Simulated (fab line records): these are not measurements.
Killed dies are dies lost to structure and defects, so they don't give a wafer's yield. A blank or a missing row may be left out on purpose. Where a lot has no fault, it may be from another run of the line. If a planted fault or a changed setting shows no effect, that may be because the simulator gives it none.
A sampling plan put to the test -- flow n5 finfet -- one fab line, 74 faults that these records tell of, each judged on the records of the lots that it struck; 1 more is left out, because the records don't allow judging it
The line's own looks make up the plan; these are the steps of the route where a gauge or inspection reads the wafer and leaves it unchanged. A look can be judged if struck wafers have a number there and the file gives its usual mean and standard deviation on fault-free wafers. Caught: 4 or more of those standard deviations (sigma) separate the usual mean from the mean of the struck wafers at a look after the fault's first step. On the tool: the test repeated on the tool's own readings taken at the fault's steps. Also counted as caught: the struck wafers showing another recipe, or a record that is empty for them alone.

## THE FAULTS, as the simulator had put them in
1. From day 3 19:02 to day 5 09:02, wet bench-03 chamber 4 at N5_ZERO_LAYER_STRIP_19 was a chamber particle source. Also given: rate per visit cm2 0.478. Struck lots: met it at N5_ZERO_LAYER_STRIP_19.
2. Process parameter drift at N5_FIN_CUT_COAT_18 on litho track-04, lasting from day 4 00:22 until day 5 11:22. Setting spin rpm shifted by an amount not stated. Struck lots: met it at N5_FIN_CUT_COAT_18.
3. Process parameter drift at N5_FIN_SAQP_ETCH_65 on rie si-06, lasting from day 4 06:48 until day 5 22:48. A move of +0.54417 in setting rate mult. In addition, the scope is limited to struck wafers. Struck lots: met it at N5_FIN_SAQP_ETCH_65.
4. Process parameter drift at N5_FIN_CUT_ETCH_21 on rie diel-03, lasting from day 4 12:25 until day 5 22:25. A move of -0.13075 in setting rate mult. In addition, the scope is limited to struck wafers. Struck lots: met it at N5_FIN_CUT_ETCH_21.
5. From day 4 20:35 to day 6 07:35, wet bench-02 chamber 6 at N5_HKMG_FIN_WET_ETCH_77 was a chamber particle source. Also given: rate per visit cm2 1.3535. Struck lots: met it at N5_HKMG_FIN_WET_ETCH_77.
6. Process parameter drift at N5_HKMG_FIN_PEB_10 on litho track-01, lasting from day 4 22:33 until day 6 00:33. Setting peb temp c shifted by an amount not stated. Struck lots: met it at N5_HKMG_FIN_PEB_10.
7. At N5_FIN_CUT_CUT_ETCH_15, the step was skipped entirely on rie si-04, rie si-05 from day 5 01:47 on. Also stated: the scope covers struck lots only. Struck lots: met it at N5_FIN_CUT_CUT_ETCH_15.
8. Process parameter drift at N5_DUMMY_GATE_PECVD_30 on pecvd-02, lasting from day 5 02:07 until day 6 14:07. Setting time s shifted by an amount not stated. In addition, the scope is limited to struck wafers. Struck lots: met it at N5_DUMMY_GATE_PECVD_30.
9. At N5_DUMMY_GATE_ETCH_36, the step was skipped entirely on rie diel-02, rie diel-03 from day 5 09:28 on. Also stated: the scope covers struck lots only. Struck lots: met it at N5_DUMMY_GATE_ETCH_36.
10. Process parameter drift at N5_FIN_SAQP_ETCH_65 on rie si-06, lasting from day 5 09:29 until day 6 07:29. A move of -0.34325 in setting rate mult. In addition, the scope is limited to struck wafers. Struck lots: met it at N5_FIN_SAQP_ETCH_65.
11. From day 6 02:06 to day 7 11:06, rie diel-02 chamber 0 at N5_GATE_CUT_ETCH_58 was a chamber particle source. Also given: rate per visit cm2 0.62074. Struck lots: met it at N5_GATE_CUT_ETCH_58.
12. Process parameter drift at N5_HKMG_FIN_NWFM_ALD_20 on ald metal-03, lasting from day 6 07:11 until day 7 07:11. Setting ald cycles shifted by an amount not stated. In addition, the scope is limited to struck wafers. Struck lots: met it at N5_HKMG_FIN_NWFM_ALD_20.
13. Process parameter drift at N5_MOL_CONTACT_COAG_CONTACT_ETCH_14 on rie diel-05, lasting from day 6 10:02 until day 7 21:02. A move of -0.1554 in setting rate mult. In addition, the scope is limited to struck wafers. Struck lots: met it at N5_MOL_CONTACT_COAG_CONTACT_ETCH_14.
14. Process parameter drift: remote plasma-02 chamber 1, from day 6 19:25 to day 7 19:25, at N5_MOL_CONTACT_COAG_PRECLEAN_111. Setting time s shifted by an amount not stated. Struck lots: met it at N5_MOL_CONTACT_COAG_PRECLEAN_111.
15. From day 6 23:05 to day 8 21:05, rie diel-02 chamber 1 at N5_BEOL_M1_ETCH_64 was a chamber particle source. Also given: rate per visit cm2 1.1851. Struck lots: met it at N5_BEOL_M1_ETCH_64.
16. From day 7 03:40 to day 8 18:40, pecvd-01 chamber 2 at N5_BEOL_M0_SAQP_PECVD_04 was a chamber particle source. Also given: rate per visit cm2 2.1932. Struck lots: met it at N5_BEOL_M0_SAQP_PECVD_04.
17. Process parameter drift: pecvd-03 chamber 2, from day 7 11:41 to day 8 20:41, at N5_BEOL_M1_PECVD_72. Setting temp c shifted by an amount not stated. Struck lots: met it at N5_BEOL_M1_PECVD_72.
18. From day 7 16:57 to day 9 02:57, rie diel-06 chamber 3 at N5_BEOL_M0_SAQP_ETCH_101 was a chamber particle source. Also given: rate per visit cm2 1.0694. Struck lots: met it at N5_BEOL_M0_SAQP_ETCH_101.
19. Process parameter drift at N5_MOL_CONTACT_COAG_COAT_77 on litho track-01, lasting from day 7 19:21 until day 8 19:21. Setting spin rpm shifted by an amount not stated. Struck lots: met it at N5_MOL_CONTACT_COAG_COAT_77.
20. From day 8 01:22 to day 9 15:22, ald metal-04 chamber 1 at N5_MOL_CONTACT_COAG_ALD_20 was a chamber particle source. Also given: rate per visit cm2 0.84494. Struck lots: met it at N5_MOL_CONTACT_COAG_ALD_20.
21. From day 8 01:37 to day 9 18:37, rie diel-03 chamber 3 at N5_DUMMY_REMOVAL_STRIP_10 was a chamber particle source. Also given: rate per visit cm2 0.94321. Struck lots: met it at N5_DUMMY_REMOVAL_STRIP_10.
22. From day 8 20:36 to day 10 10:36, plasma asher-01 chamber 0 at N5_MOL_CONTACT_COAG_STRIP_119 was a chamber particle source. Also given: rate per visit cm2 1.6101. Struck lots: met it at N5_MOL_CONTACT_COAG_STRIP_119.
23. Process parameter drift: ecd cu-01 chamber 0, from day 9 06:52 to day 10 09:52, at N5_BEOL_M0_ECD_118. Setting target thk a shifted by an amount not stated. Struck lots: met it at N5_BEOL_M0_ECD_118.
24. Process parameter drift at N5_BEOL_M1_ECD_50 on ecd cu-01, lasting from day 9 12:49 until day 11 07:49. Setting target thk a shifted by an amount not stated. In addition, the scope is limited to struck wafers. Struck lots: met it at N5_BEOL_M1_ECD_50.
25. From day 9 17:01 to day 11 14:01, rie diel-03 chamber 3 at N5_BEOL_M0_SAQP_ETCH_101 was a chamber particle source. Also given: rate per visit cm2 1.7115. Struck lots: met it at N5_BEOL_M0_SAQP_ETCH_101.
26. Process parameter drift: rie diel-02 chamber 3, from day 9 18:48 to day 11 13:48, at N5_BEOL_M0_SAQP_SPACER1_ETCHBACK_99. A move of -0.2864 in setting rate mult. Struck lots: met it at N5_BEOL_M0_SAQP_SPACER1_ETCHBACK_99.
27. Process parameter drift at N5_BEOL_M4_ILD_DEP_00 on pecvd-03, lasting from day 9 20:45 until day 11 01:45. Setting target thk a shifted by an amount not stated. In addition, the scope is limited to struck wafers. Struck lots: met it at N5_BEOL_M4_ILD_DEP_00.
28. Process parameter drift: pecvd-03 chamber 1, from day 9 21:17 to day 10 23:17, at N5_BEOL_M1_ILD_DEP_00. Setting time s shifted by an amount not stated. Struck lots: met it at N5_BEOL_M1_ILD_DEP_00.
29. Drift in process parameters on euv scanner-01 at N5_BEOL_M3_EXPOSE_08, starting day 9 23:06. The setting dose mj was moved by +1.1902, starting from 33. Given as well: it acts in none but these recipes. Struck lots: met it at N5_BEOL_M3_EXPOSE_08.
30. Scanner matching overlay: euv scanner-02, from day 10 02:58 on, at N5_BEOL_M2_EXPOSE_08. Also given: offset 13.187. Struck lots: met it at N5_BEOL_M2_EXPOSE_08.
31. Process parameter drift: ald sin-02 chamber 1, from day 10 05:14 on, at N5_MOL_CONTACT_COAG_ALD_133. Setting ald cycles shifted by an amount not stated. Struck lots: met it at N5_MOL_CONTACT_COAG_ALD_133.
32. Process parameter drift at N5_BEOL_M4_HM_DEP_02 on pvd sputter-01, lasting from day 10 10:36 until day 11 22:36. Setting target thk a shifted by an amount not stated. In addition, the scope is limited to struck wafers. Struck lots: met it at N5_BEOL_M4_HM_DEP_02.
33. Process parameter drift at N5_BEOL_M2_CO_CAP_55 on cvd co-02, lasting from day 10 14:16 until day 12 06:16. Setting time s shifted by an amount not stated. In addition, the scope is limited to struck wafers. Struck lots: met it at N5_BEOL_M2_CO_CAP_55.
34. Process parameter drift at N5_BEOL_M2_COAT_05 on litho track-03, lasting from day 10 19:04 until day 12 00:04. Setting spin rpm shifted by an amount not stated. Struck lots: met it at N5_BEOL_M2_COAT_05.
35. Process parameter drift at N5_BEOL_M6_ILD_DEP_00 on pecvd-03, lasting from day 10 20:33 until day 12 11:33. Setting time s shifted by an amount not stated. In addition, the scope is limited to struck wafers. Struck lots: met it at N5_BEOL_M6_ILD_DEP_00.
36. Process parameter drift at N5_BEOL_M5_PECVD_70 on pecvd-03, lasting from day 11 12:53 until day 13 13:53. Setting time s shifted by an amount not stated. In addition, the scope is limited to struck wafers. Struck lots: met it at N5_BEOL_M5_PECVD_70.
37. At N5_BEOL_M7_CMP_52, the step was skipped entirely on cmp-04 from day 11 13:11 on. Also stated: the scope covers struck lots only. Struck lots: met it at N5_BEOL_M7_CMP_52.
38. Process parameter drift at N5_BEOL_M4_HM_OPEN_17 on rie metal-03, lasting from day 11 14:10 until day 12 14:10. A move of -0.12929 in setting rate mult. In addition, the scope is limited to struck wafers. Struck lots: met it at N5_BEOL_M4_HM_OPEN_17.
39. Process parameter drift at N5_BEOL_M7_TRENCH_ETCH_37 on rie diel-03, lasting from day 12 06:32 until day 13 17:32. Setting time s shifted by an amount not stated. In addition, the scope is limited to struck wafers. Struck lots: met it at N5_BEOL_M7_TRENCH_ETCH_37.
40. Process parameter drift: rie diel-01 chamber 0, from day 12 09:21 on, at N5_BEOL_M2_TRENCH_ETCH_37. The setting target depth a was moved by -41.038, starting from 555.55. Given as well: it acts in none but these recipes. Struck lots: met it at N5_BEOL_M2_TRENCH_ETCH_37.
41. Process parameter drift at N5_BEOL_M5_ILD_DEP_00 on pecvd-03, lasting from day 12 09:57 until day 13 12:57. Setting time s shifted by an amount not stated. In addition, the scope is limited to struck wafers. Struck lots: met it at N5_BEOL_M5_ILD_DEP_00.
42. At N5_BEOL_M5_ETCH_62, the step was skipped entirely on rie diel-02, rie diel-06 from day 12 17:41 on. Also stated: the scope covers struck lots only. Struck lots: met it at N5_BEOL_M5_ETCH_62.
43. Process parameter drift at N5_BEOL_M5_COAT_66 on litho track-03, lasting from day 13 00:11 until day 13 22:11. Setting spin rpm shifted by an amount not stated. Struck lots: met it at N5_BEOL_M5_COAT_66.
44. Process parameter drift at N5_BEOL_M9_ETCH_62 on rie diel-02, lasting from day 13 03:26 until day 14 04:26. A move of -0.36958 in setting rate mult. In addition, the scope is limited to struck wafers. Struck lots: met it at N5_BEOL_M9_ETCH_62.
45. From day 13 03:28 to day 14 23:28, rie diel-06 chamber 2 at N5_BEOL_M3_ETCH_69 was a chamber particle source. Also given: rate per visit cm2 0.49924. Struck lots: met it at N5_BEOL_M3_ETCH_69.
46. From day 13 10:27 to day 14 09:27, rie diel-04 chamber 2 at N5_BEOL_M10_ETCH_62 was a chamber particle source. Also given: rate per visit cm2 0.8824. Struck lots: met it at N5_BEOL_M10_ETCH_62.
47. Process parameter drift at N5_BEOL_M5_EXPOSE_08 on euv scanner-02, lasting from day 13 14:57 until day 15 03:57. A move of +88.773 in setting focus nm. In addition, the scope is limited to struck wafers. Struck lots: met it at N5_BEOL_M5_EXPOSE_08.
48. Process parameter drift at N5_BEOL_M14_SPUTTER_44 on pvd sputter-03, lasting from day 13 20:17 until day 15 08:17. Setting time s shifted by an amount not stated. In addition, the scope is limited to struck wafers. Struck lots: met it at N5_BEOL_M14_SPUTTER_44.
49. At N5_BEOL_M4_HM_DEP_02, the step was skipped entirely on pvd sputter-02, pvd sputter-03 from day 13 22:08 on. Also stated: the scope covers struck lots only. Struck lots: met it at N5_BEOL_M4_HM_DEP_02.
50. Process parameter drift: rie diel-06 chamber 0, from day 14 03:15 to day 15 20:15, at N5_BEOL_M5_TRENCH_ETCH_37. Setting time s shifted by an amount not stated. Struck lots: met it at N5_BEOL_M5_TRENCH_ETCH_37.
51. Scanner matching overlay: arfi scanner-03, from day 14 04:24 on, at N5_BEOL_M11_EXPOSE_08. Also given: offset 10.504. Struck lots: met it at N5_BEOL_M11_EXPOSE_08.
52. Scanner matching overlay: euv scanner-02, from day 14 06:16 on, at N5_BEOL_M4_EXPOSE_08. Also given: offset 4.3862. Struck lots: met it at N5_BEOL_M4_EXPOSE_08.
53. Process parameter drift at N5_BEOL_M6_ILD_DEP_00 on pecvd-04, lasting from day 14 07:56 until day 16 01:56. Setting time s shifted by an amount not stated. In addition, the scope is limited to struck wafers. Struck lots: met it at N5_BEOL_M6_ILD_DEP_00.
54. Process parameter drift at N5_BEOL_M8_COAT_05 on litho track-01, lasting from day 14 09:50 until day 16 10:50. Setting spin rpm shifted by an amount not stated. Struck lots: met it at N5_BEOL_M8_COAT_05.
55. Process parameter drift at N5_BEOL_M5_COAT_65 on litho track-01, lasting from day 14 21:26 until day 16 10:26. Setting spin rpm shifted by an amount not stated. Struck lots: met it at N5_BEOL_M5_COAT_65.
56. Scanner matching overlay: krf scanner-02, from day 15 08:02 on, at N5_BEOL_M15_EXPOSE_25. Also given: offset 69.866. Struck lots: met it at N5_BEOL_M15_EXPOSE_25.
57. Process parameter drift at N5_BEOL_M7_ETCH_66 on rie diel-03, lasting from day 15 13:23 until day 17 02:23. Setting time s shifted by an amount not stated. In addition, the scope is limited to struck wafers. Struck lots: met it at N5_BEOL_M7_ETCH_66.
58. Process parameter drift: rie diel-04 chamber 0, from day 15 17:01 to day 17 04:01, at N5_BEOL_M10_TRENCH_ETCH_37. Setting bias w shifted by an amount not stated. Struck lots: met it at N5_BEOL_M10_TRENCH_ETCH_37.
59. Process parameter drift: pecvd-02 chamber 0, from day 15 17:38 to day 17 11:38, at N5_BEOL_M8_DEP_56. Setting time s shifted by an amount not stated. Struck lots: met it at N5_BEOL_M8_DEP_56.
60. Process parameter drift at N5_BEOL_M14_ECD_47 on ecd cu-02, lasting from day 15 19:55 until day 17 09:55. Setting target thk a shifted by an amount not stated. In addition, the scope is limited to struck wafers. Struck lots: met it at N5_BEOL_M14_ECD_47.
61. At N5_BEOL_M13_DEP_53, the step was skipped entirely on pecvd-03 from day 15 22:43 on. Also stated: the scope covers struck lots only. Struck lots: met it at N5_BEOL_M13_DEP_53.
62. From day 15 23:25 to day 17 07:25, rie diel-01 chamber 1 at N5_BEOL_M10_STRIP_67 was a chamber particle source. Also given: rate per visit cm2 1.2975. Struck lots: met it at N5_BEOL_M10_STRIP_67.
63. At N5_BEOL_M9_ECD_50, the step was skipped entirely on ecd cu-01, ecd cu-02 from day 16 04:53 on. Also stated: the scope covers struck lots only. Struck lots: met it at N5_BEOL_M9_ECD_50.
64. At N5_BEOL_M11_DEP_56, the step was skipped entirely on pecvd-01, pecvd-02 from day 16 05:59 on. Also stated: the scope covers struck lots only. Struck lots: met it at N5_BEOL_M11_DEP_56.
65. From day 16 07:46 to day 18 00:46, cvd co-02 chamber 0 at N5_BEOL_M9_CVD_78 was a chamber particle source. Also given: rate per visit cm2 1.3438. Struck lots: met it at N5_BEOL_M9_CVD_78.
66. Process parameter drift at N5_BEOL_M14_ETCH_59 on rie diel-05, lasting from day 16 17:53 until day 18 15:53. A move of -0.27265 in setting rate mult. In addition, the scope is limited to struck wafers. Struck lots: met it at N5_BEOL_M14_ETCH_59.
67. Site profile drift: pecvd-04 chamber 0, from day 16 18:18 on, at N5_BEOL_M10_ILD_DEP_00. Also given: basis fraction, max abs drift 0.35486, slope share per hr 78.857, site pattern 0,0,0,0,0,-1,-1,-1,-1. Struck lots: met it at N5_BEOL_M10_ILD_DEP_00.
68. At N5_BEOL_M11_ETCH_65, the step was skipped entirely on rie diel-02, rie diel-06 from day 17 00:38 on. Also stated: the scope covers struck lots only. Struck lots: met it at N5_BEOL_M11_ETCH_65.
69. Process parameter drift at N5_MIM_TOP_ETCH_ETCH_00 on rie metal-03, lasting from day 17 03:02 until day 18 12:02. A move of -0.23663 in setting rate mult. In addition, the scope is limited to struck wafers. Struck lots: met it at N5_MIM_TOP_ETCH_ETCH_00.
70. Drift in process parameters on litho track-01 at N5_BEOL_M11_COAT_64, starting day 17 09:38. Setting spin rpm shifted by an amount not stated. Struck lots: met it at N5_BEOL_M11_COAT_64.
71. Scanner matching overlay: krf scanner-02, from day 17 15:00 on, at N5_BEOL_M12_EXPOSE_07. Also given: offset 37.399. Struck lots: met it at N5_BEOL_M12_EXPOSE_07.
72. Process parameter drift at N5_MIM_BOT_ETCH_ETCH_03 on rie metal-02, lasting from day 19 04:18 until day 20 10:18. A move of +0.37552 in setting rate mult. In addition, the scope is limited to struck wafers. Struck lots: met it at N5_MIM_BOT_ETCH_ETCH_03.
73. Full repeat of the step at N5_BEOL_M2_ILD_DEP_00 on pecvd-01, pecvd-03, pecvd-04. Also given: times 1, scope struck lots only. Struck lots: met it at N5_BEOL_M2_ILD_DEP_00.
74. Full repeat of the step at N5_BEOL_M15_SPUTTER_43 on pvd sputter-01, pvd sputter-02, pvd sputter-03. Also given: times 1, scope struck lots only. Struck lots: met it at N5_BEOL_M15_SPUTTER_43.

## WHAT THE PLAN SAW
fault,on the tool itself,first look that catches it,"reading, sigma",median hours from its first step to that look,hours from the fault's start to the first struck lot there,judged looks passed uncaught
1,no reading that can be judged,N5_ZERO_LAYER_INSPECT_20,raw defect count +18,0.3,18,0
2,spin speed rpm +80 sigma,no look after it can be judged,-,-,-,0
3,oes product au +29 sigma,no look after it can be judged,-,-,-,0
4,under 2 sigma,not the one look that can be judged after it,-,-,-,1
5,no reading that can be judged,none of the 3 looks that can be judged after it,-,-,-,3
6,under 2 sigma,N5_HKMG_FIN_CD_MEAS_12,cd nm -12,0.1,3,0
7,the tool's record is blank for the struck wafers,no look after it can be judged,-,-,-,0
8,no reading that can be judged,none of the 5 looks that can be judged after it,-,-,-,5
9,the tool's record is blank for the struck wafers,no look after it can be judged,-,-,-,0
10,oes product au -17 sigma,no look after it can be judged,-,-,-,0
11,under 2 sigma,not the one look that can be judged after it,-,-,-,1
12,under 2 sigma,no look after it can be judged,-,-,-,0
13,under 2 sigma,no look after it can be judged,-,-,-,0
14,under 2 sigma,not the one look that can be judged after it,-,-,-,1
15,under 2 sigma,N5_BEOL_M1_INSPECT_30,raw defect count +8.6,0.9,1,1
16,under 2 sigma,N5_BEOL_M0_SAQP_INSPECT_16,raw defect count +11,0.6,25,0
17,susceptor temp C -35 sigma,not the one look that can be judged after it,-,-,-,1
18,under 2 sigma,N5_BEOL_M0_SAQP_INSPECT_42,raw defect count +10,2.1,15,1
19,spin speed rpm -99 or beyond sigma,no look after it can be judged,-,-,-,0
20,under 2 sigma,none of the 2 looks that can be judged after it,-,-,-,2
21,under 2 sigma,N5_DUMMY_REMOVAL_INSPECT_06,raw defect count +99 or beyond,0.2,8,0
22,under 2 sigma,N5_MOL_CONTACT_COAG_INSPECT_42,raw defect count +19,0.7,6,0
23,no reading that can be judged,not the one look that can be judged after it,-,-,-,1
24,no reading that can be judged,none of the 2 looks that can be judged after it,-,-,-,2
25,only faintly: drypump motor current A -2.3 sigma,N5_BEOL_M0_SAQP_INSPECT_42,raw defect count +16,3.6,47,0
26,only faintly: oes product au -2.7 sigma,not the one look that can be judged after it,-,-,-,1
27,under 2 sigma,N5_BEOL_M4_THK_MEAS_01,M4_ILD_THK -20,0.1,15,0
28,under 2 sigma,N5_BEOL_M1_THK_MEAS_01,M1_ILD_THK -30,0.1,13,0
29,exposure dose mJ cm2 +22 sigma,none of the 2 looks that can be judged after it,"strongest: cd nm at N5_BEOL_M3_CD_MEAS_11, +2.7",-,-,2
30,no reading that can be judged,N5_BEOL_M2_OVL_MEAS_12,M2_OVL +17,0.2,5,1
31,under 2 sigma,no look after it can be judged,-,-,-,0
32,under 2 sigma,none of the 2 looks that can be judged after it,-,-,-,2
33,run length s +54 sigma,not the one look that can be judged after it,"strongest: SS_N at N5_BEOL_M4_RC_MEAS_101, +2.8",-,-,1
34,spin speed rpm -99 or beyond sigma,none of the 4 looks that can be judged after it,-,-,-,4
35,under 2 sigma,not the one look that can be judged after it,"strongest: M6_ILD_THK at N5_BEOL_M6_THK_MEAS_01, +3.1",-,-,1
36,under 2 sigma,no look after it can be judged,-,-,-,0
37,the tool's record is blank for the struck wafers,N5_BEOL_M7_THK_MEAS_53,M7_THK +84,0.2,1,0
38,under 2 sigma,not the one look that can be judged after it,-,-,-,1
39,run length s +14 sigma,N5_BEOL_M7_OCD_MEAS_38,trench depth nm +8.1,0.2,17,0
40,only faintly: oes product au +2.3 sigma,none of the 4 looks that can be judged after it,"strongest: M2_RS at N5_BEOL_M2_RS_MEAS_58, +3.2",-,-,4
41,under 2 sigma,N5_BEOL_M5_THK_MEAS_01,M5_ILD_THK -48,0.6,3,0
42,the tool's record is blank for the struck wafers,no look after it can be judged,-,-,-,0
43,spin speed rpm -99 or beyond sigma,no look after it can be judged,-,-,-,0
44,under 2 sigma,no look after it can be judged,-,-,-,0
45,under 2 sigma,none of the 2 looks that can be judged after it,-,-,-,2
46,under 2 sigma,N5_BEOL_M10_INSPECT_30,raw defect count +7.6,0.8,3,1
47,no reading that can be judged,N5_BEOL_M5_CD_MEAS_11,cd nm -4.0,0.1,32,0
48,under 2 sigma,no look after it can be judged,-,-,-,0
49,the tool's record is blank for the struck wafers,no look after it can be judged,-,-,-,0
50,run length s -5.6 sigma,N5_BEOL_M5_OCD_MEAS_38,trench depth nm -5.5,0.1,22,0
51,no reading that can be judged,N5_BEOL_M11_OVL_MEAS_12,M11_OVL +11,0.2,10,0
52,no reading that can be judged,N5_BEOL_M4_OVL_MEAS_12,M4_OVL +5.7,0.2,5,0
53,under 2 sigma,N5_BEOL_M6_THK_MEAS_01,M6_ILD_THK +5.5,0.6,16,0
54,spin speed rpm -78 sigma,none of the 3 looks that can be judged after it,-,-,-,3
55,spin speed rpm -86 sigma,no look after it can be judged,-,-,-,0
56,under 2 sigma,N5_BEOL_M15_OVL_MEAS_29,M15_OVL +10,0.2,12,0
57,run length s -22 sigma,no look after it can be judged,-,-,-,0
58,bias w -99 or beyond sigma,N5_BEOL_M10_OCD_MEAS_38,trench depth nm -6.1,0.2,18,0
59,under 2 sigma,not the one look that can be judged after it,-,-,-,1
60,no reading that can be judged,no look after it can be judged,-,-,-,0
61,the tool's record is blank for the struck wafers,no look after it can be judged,-,-,-,0
62,under 2 sigma,N5_BEOL_M10_INSPECT_30,raw defect count +10,5.5,11,0
63,no reading that can be judged,no look after it can be judged,-,-,-,0
64,the tool's record is blank for the struck wafers,no look after it can be judged,-,-,-,0
65,no reading that can be judged,not the one look that can be judged after it,-,-,-,1
66,under 2 sigma,no look after it can be judged,-,-,-,0
67,under 2 sigma,N5_BEOL_M10_THK_MEAS_01,M10_ILD_THK -10,1.4,13,0
68,the tool's record is blank for the struck wafers,no look after it can be judged,-,-,-,0
69,under 2 sigma,no look after it can be judged,-,-,-,0
70,spin speed rpm -99 or beyond sigma,no look after it can be judged,-,-,-,0
71,no reading that can be judged,N5_BEOL_M12_OVL_MEAS_11,V11_OVL +6.2,0.2,10,0
72,only faintly: oes product au +2.0 sigma,no look after it can be judged,-,-,-,0
73,under 2 sigma,N5_BEOL_M2_THK_MEAS_01,M2_ILD_THK +72,0.3,-,0
74,under 2 sigma,no look after it can be judged,-,-,-,0
Dash: fault not caught, or number not given in these records.

Caught at a look: 26 of 74. Caught on the tool: 24 of 74. By one or the other: 46 of 74.
On the tool alone, faults 2, 3, 7, 9, 10, 17, 19, 29, 33, 34, 42, 43, 49, 54, 55, 57, 61, 64, 68, 70 were caught.
Caught at a look alone: faults 1, 6, 15, 16, 18, 21, 22, 25, 27, 28, 30, 41, 46, 47, 51, 52, 53, 56, 62, 67, 71, 73.
Caught by neither: faults 4, 5, 8, 11, 12, 13, 14, 20, 23, 24, 26, 31, 32, 35, 36, 38, 40, 44, 45, 48, 59, 60, 63, 65, 66, 69, 72, 74.

## THINNER SAMPLING
Were the look that catches a fault to measure just every second or every third lot (counted by lot number), the first struck lot would, at worst, be measured this late:
fault,"struck lots at that look, in order of time",every lot,every second lot,every third lot
1,L348,18 h,may miss it,may miss it
6,"L781, L782",3 h,4 h,may miss all 2
15,L960,1 h,may miss it,may miss it
16,L467,25 h,may miss it,may miss it
18,L316,15 h,may miss it,may miss it
21,L591,8 h,may miss it,may miss it
22,"L727, L731, L732",6 h,35 h,35 h
25,L109,47 h,may miss it,may miss it
27,L602,15 h,may miss it,may miss it
28,"L138, L140",13 h,may miss all 2,may miss all 2
30,"L797, L800",5 h,14 h,may miss all 2
37,"L502, L500, L501",1 h,9 h,9 h
39,"L104, L108",17 h,may miss all 2,may miss all 2
41,"L873, L876, L875",3 h,6 h,may miss all 3
46,L554,3 h,may miss it,may miss it
47,L211,32 h,may miss it,may miss it
50,L865,22 h,may miss it,may miss it
51,"L852, L855, L859",10 h,13 h,may miss all 3
52,"L352, L351",5 h,11 h,may miss all 2
53,"L278, L280",16 h,may miss all 2,may miss all 2
56,"L850, L847",12 h,15 h,may miss all 2
58,"L561, L559",18 h,may miss all 2,may miss all 2
62,"L797, L795",11 h,may miss all 2,may miss all 2
67,L120,13 h,may miss it,may miss it
71,"L210, L206, L212, L213",10 h,24 h,may miss all 4
Hours are from the fault's start to the first struck lot that is measured. The limit of 4 sigma was tested on all struck wafers together, so one lot alone may lie under it. Other struck lots may not be in these records.

## THE LONGEST TIMED WAY FROM STEP TO LOOK
Fault 62: a median of 5.5 hours passes between N5_BEOL_M10_STRIP_67 and N5_BEOL_M10_INSPECT_30. No look between them can be judged.
